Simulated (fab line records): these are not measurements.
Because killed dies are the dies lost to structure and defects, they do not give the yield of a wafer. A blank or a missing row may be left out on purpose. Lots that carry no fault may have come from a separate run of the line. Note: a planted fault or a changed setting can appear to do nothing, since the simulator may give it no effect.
Chamber matching	flow nand_harc	4 sister chambers for NHARC_A_STAIRCASE_DESCUM_168 on rie_diel-01
The step chemistry O2, time 3 s. 8 wafers are shown with their chamber, then 11 later ones without.

## WAFERS, EACH WITH ITS CHAMBER
wafer	chamber	showerhead_plenum_p_Torr (Torr)	drypump_motor_current_A (A)
L086.6	1	1.78	5.6
L087.3	2	2.02	5.8
L087.4	3	1.83	6.5
L087.6	0	2.05	5.4
L089.1	1	1.78	5.6
L089.2	2	2.01	5.8
L089.6	0	2.05	5.4
L090.2	3	1.83	6.6

## WAFERS MISSING THEIR CHAMBER
wafer	showerhead_plenum_p_Torr (Torr)	drypump_motor_current_A (A)
L090.3	1.77	5.6
L090.5	2.01	5.8
L093.4	1.83	6.5
L093.5	2.01	5.7
L093.6	1.77	5.6
L092.4	2.01	5.8
L092.5	1.83	6.5
L092.6	2.01	5.7
L095.2	2.04	5.3
L095.5	1.82	6.6
L095.6	2.01	5.8

## WHICH CHAMBER EACH WENT THROUGH
wafer	from the rows above	in truth
L090.3	1	1
L090.5	2	2
L093.4	3	3
L093.5	2	2
L093.6	1	1
L092.4	2	2
L092.5	3	3
L092.6	2	2
L095.2	0	0
L095.5	3	3
L095.6	2	2
Placed correctly: 11 of 11. Can't be placed from these rows: 0. Number placed wrongly: 0.
How it was worked out, from the rows above alone: a wafer's distance from a chamber is the root of the sum, over the readings, of the square of ((its reading less the chamber's mean) divided by the reading's scatter). The wafer belongs to the nearest chamber; if the next one is less than 2 further off, it can't be placed. A chamber's mean is the mean of its shown wafers. The scatter: take each reading less its chamber's mean, square it, sum over the shown wafers, divide by the number of wafers less the number of chambers, and take the root.
